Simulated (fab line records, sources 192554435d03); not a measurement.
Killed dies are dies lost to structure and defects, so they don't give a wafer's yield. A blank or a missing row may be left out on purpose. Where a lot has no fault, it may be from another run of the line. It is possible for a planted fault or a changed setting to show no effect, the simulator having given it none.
fab line records	flow n5-finfet	part 2 of 2: steps 5 to 6 of 6
[record] lots = 23	wafers = 69	last-day = 17
route steps=1938 shown BEOL_M0@729 BEOL_M1@753
lots that met no fault: taken from a fault-free run of the same line
start-h: start of the lot's first displayed wafer, in hours after the record's first day	wait-h: hours since the lot's step before	" as in the row above	L1.1+2: several wafers, shown together as one row	- no value, or no start given	* or withheld: withheld	< > ~ a bound
route shown NAME@n: a module of which the file shows steps, and the number in the route of the first	usual: mean/standard deviation taken from wafers without a fault	same: alike in all rows	chamber/n: place in a boat	sites: the reading at each site	_std_site: the values' standard deviation	_edge_site: inner sites' mean taken away from outer sites' mean	radius-mm: for every site, how far away it sits from the centre of the wafer	mask NAME#n: copy n	behind: the last tool/chamber to shape the wafer	hold: reason for holding the lot/hours on hold/outcome of the hold	device: the transistor (n, p or np) that didn't switch	end of line: at the end of the route, the tests of the same wafers	a step given without rows: its recipe and nothing more	killed: at the first sort, the dies lost to defects and structure; wafer yield is something else	map: shows each die of a wafer: x if killed, . if not, _ if none is there
set.NAME: the setting as run; set.NAME@STEP: as run at that earlier step	model.NAME: the simulator's own value behind a step, which no gauge read
one table for each step of the route and one row for each wafer, over a sample of lots
services: from which hour (start-h, from the record's first day; less than 0 if before it) a tool's chamber was out of use, for how many hours, and why
[[steps]]
[step N5_BEOL_M1_ETCHBACK_99]
[recipe] chemistry = CHF3	target = SiO2	target-depth-a = 50	time-s = 10.4	source-w = 215	bias-w = 47	Ar_flow_sccm = 200	CHF3_flow_sccm = 12	ion-energy-ev = 100	pressure-mtorr = 30
[usual] CHF3_flow_sccm = 12.00/0.036	drypump-motor-current-A = 6.0/0.31	oes-product-au = 0.80/0.1	rf-vpp-V = 238/6.6	showerhead-plenum-p-Torr = 2.16/0.067	throttle-valve-pct = 17.04/0.2
lot.wafer	tool	chamber	start-h	wait-h	CHF3_flow_sccm	drypump-motor-current-A	oes-product-au	rf-hours-counter-h	rf-vpp-V	showerhead-plenum-p-Torr	throttle-valve-pct
L074.2	rie-diel-02	2	126.53	0.4	12.03	6.1	0.67	232	235	2.02	17.14
L074.4	"	0	"	"	12.00	5.6	0.73	167	231	2.22	17.01
L074.6	"	3	"	"	11.96	6.1	0.69	-	232	2.22	17.72
L075.2	rie-diel-01	0	129.12	0.5	12.01	6.1	0.68	246	242	2.21	17.12
L075.5	"	1	"	"	12.01	6.2	0.80	-	241	2.16	16.87
L075.6	"	0	"	"	11.99	6.1	0.67	-	242	2.21	17.15
L076.3	rie-diel-01	3	134.25	5.0	11.99	5.9	0.74	158	238	2.07	17.17
L076.4	"	0	"	"	12.04	6.1	0.67	247	245	2.21	17.13
L076.5	"	3	"	"	12.06	5.9	0.75	-	238	2.07	17.16
L077.1	rie-diel-01	1	143.42	0.1	11.97	6.2	0.79	116	240	2.16	16.88
L077.2	"	2	"	"	12.00	5.6	0.92	16	244	2.21	16.80
L077.5	"	2	"	"	11.97	5.6	0.94	-	244	2.21	16.80
L078.1	rie-diel-05	1	155.85	10.7	12.02	5.6	0.80	136	237	2.05	17.11
L078.4	"	3	"	"	12.06	6.1	0.73	172	245	2.20	16.98
L078.6	"	0	"	"	11.99	5.6	0.76	-	256	2.13	17.15
L079.2	rie-diel-05	0	156.21	7.7	11.98	5.6	0.75	188	256	2.13	17.16
L079.4	"	2	"	"	11.91	5.7	0.90	33	226	2.11	16.80
L079.6	"	0	"	"	11.99	5.5	0.75	-	256	2.13	17.18
L080.2	rie-diel-05	1	158.84	4.6	11.97	5.5	0.80	137	238	2.05	17.12
L080.4	"	2	"	"	12.03	5.7	0.89	34	226	2.11	16.82
L080.5	"	2	"	"	12.02	5.7	0.89	-	226	2.11	16.82
L081.4	rie-diel-01	2	167.95	3.5	12.02	5.6	0.90	25	244	2.20	16.83
L081.5	"	2	"	"	12.03	5.6	0.90	-	242	2.20	16.82
L081.6	"	3	"	"	11.96	5.9	0.73	-	238	2.07	17.20
L082.3	rie-diel-02	0	171.05	1.0	12.01	5.6	0.73	-	230	2.21	17.07
L082.5	"	0	"	"	12.04	5.6	0.73	-	232	2.21	17.08
L082.6	"	2	"	"	12.00	6.1	0.67	-	235	2.01	17.17
L083.3	rie-diel-02	3	183.54	1.7	12.00	6.1	0.99	3	231	2.21	17.21
L083.4	"	0	"	"	11.96	5.5	0.72	-	232	2.21	17.06
L083.6	"	1	"	"	11.92	6.5	0.72	-	236	2.14	17.23
L084.1	rie-diel-02	1	186.87	1.4	11.95	6.5	0.72	174	235	2.14	17.23
L084.3	"	1	"	"	12.00	6.5	0.72	-	235	2.14	17.23
L084.4	"	3	"	"	12.04	6.1	0.99	-	231	2.21	17.22
L085.2	rie-diel-01	2	193.48	0.5	12.00	5.6	0.89	33	243	2.20	16.85
L085.3	"	1	"	"	12.00	6.2	0.78	132	239	2.15	16.92
L085.6	"	1	"	"	11.98	6.2	0.78	-	241	2.15	16.91
L086.2	rie-diel-02	1	201.82	1.4	12.05	6.6	0.71	181	235	2.14	17.24
L086.3	"	3	"	"	12.03	6.1	0.96	12	231	2.21	17.22
L086.6	"	0	"	"	12.00	5.6	0.73	-	231	2.21	17.08
L087.2	rie-diel-01	0	206.93	2.7	12.04	6.1	0.92	13	244	2.20	16.70
L087.4	"	2	"	"	11.92	5.6	0.88	37	242	2.20	16.85
L087.6	"	0	"	"	11.99	6.1	0.92	-	241	2.20	16.69
L089.1	rie-diel-02	2	217.09	0.1	12.04	6.1	0.96	7	237	2.27	16.74
L089.4	"	3	"	"	12.02	6.1	0.95	16	230	2.21	17.24
L089.6	"	2	"	"	11.97	6.1	0.96	-	238	2.27	16.77
L088.2	rie-diel-02	3	218.15	0.3	12.01	6.1	0.94	17	230	2.21	17.24
L088.4	"	1	"	"	12.03	6.5	0.71	187	235	2.14	17.25
L088.6	"	3	"	"	12.02	6.1	0.94	-	231	2.21	17.23
L090.2	rie-diel-05	3	218.34	0.4	12.02	6.1	0.72	192	246	2.19	17.01
L090.4	"	1	"	"	12.01	5.5	0.78	153	237	2.04	17.15
L090.6	"	1	"	"	11.99	5.5	0.77	-	238	2.04	17.14
L091.3	rie-diel-05	0	222.53	2.4	11.99	5.5	0.73	210	255	2.12	17.22
L091.4	"	3	"	"	12.05	6.1	0.72	194	246	2.19	17.03
L091.6	"	2	"	"	11.94	5.7	0.86	-	227	2.10	16.82
L092.1	rie-diel-02	2	233.71	0.1	11.99	6.1	0.95	11	238	2.27	16.76
L092.3	"	3	"	"	12.00	6.1	0.94	20	232	2.21	17.25
L092.4	"	2	"	"	11.96	6.2	0.94	-	239	2.27	16.74
L094.1	rie-diel-02	0	244.54	4.7	12.00	5.6	0.71	204	233	2.20	17.11
L094.4	"	1	"	"	11.97	6.5	0.71	192	236	2.13	17.25
L094.6	"	2	"	"	12.01	6.2	0.94	-	238	2.27	16.75
L095.2	rie-diel-01	2	254.32	4.4	11.95	5.6	0.86	51	243	2.19	16.87
L095.5	"	3	"	"	12.01	5.9	0.71	-	239	2.06	17.23
L095.6	"	0	"	"	12.06	6.1	0.88	-	243	2.19	16.72
L096.2	rie-diel-02	2	260.41	8.3	12.03	6.1	0.93	18	238	2.27	16.77
L096.4	"	0	"	"	12.08	5.6	0.71	208	231	2.20	17.11
L096.5	"	1	"	"	12.03	6.5	0.70	-	235	2.13	17.27
L097.2	rie-diel-02	0	263.34	1.0	11.97	5.6	0.70	210	231	2.20	17.11
L097.5	"	3	"	"	12.04	6.1	0.90	-	232	2.20	17.25
L097.6	"	0	"	"	11.96	5.6	0.70	-	230	2.20	17.11
[step N5_BEOL_M1_ETCH_70]
[recipe] chemistry = N2/H2	target = SOC	target-depth-a = 800	overetch-a = 160	mask-material = SiARC	temp-c = 40	time-s = 120	ion-energy-ev = 200	pressure-mtorr = 30	source-w = 840	bias-w = 150	n2-flow-sccm = 200	h2-flow-sccm = 200
[usual] drypump-motor-current-A = 6.0/0.32	oes-product-au = 0.61/0.071	rf-vpp-V = 524.5/2.6	showerhead-plenum-p-Torr = 2.57/0.086	throttle-valve-pct = 17.87/0.22
lot.wafer	tool	chamber	start-h	wait-h	drypump-motor-current-A	oes-product-au	rf-hours-counter-h	rf-vpp-V	showerhead-plenum-p-Torr	throttle-valve-pct
L074.2	rie-diel-02	2	126.57	0.0	6.1	0.53	232	519.0	2.44	18.30
L074.4	"	0	"	"	5.6	0.56	167	527.6	2.66	17.95
L074.6	"	3	"	"	6.1	0.52	-	524.4	2.59	18.24
L075.2	rie-diel-01	0	129.16	0.0	6.1	0.52	246	525.6	2.62	17.94
L075.5	"	1	"	"	6.2	0.60	-	524.7	2.55	17.61
L075.6	"	0	"	"	6.1	0.52	-	524.1	2.62	17.96
L076.3	rie-diel-01	3	134.29	0.0	5.9	0.57	158	519.4	2.43	17.82
L076.4	"	0	"	"	6.1	0.52	247	527.3	2.62	17.95
L076.5	"	3	"	"	5.9	0.57	-	519.8	2.43	17.83
L077.1	rie-diel-01	1	143.46	0.0	6.2	0.60	116	524.5	2.55	17.61
L077.2	"	2	"	"	5.5	0.72	16	524.5	2.60	17.55
L077.5	"	2	"	"	5.6	0.71	-	525.9	2.60	17.53
L078.1	rie-diel-05	1	155.88	0.0	5.5	0.59	136	521.1	2.48	18.28
L078.4	"	3	"	"	6.1	0.57	172	527.5	2.63	17.83
L078.6	"	0	"	"	5.6	0.58	-	523.2	2.54	18.04
L079.2	rie-diel-05	0	156.24	0.0	5.5	0.58	188	522.4	2.54	18.04
L079.4	"	2	"	"	5.7	0.68	33	521.6	2.48	17.65
L079.6	"	0	"	"	5.6	0.57	-	523.9	2.54	18.03
L080.2	rie-diel-05	1	158.88	0.0	5.5	0.59	137	522.8	2.48	18.27
L080.4	"	2	"	"	5.7	0.68	34	522.7	2.48	17.65
L080.5	"	2	"	"	5.7	0.68	-	522.0	2.48	17.65
L081.4	rie-diel-01	2	167.99	0.0	5.6	0.69	25	523.6	2.60	17.56
L081.5	"	2	"	"	5.6	0.69	-	525.6	2.60	17.54
L081.6	"	3	"	"	5.9	0.56	-	520.8	2.42	17.84
L082.3	rie-diel-02	0	171.13	0.1	5.6	0.56	-	527.8	2.65	17.98
L082.5	"	0	"	"	5.6	0.56	-	528.1	2.65	18.00
L082.6	"	2	"	"	6.1	0.52	-	520.8	2.43	18.34
L083.3	rie-diel-02	3	183.58	0.0	6.1	0.75	3	525.0	2.58	17.73
L083.4	"	0	"	"	5.6	0.56	-	526.0	2.65	18.00
L083.6	"	1	"	"	6.6	0.57	-	524.5	2.54	17.99
L084.1	rie-diel-02	1	186.93	0.0	6.6	0.56	174	522.4	2.54	18.00
L084.3	"	1	"	"	6.6	0.56	-	521.5	2.54	18.00
L084.4	"	3	"	"	6.1	0.74	-	524.5	2.58	17.73
L085.2	rie-diel-01	2	193.52	0.0	5.6	0.68	33	523.6	2.59	17.56
L085.3	"	1	"	"	6.2	0.59	132	524.0	2.55	17.63
L085.6	"	1	"	"	6.2	0.59	-	524.5	2.55	17.62
L086.2	rie-diel-02	1	201.85	0.0	6.6	0.56	181	524.1	2.54	18.00
L086.3	"	3	"	"	6.1	0.72	12	522.9	2.58	17.77
L086.6	"	0	"	"	5.6	0.55	-	525.5	2.65	18.03
L087.2	rie-diel-01	0	206.96	0.0	6.1	0.69	13	526.3	2.61	17.52
L087.4	"	2	"	"	5.6	0.68	37	524.8	2.59	17.58
L087.6	"	0	"	"	6.1	0.70	-	525.6	2.61	17.54
L089.1	rie-diel-02	2	217.12	0.0	6.1	0.72	7	529.8	2.75	17.94
L089.4	"	3	"	"	6.1	0.71	16	525.1	2.58	17.74
L089.6	"	2	"	"	6.1	0.72	-	528.8	2.75	17.93
L088.2	rie-diel-02	3	218.19	0.0	6.1	0.72	17	526.1	2.58	17.77
L088.4	"	1	"	"	6.6	0.55	187	522.9	2.53	18.02
L088.6	"	3	"	"	6.1	0.71	-	525.6	2.58	17.74
L090.2	rie-diel-05	3	218.38	0.0	6.1	0.56	193	526.0	2.62	17.86
L090.4	"	1	"	"	5.5	0.59	153	521.0	2.47	18.30
L090.6	"	1	"	"	5.5	0.58	-	519.4	2.47	18.29
L091.3	rie-diel-05	0	222.57	0.0	5.5	0.57	210	524.2	2.53	18.10
L091.4	"	3	"	"	6.1	0.55	194	525.6	2.62	17.87
L091.6	"	2	"	"	5.8	0.66	-	521.8	2.47	17.69
L092.1	rie-diel-02	2	233.75	0.0	6.1	0.71	11	527.9	2.75	17.92
L092.3	"	3	"	"	6.1	0.70	21	525.3	2.58	17.77
L092.4	"	2	"	"	6.1	0.71	-	530.2	2.75	17.95
L094.1	rie-diel-02	0	244.57	0.0	5.6	0.55	204	525.8	2.64	18.01
L094.4	"	1	"	"	6.6	0.55	192	523.8	2.53	18.02
L094.6	"	2	"	"	6.2	0.70	-	529.0	2.74	17.94
L095.2	rie-diel-01	2	254.35	0.0	5.5	0.66	51	524.8	2.58	17.60
L095.5	"	3	"	"	5.9	0.54	-	520.8	2.41	17.90
L095.6	"	0	"	"	6.1	0.67	-	525.5	2.61	17.54
L096.2	rie-diel-02	1	260.44	0.0	6.6	0.55	197	522.6	2.53	18.04
L096.4	"	3	"	"	6.1	0.70	27	524.9	2.57	17.77
L096.5	"	0	"	"	5.6	0.54	-	525.8	2.64	18.02
L097.2	rie-diel-02	0	263.37	0.0	5.6	0.54	210	526.7	2.64	18.04
L097.5	"	3	"	"	6.1	0.69	-	526.2	2.57	17.78
L097.6	"	0	"	"	5.6	0.55	-	525.1	2.64	18.05
[[services]]
tool	chamber	start-h	hours	kind
rie-diel-05	-	126.82	0.3	repair
pecvd-03	1	152.33	5.4	repair
rie-diel-02	3	154.69	-	clean
rie-diel-02	3	154.69	-	consumable-replace:focus-ring
rie-diel-02	3	154.69	18.8	scheduled-down
rie-diel-02	3	154.69	18.8	vent-cycle
rie-diel-02	1	166.73	11.3	repair
rie-diel-01	-	169.77	0.6	repair
rie-diel-02	2	178.35	-	clean
rie-diel-02	2	178.35	-	consumable-replace:focus-ring
rie-diel-02	2	178.35	-	consumable-replace:showerhead
rie-diel-02	2	178.35	19.3	scheduled-down
rie-diel-02	2	178.35	19.3	vent-cycle
rie-diel-02	1	179.29	2.0	repair
rie-diel-02	0	186.27	8.8	repair
pecvd-02	2	186.72	8.7	repair
pecvd-01	-	191.73	2.8	pm
rie-diel-05	1	197.71	7.7	repair
pecvd-03	-	206.11	2.8	pm
pecvd-02	0	208.82	4.3	repair
pecvd-01	-	214.00	0.6	repair
rie-diel-02	1	230.86	7.7	repair
rie-diel-02	2	237.49	1.5	repair
pecvd-03	-	246.54	6.0	pm
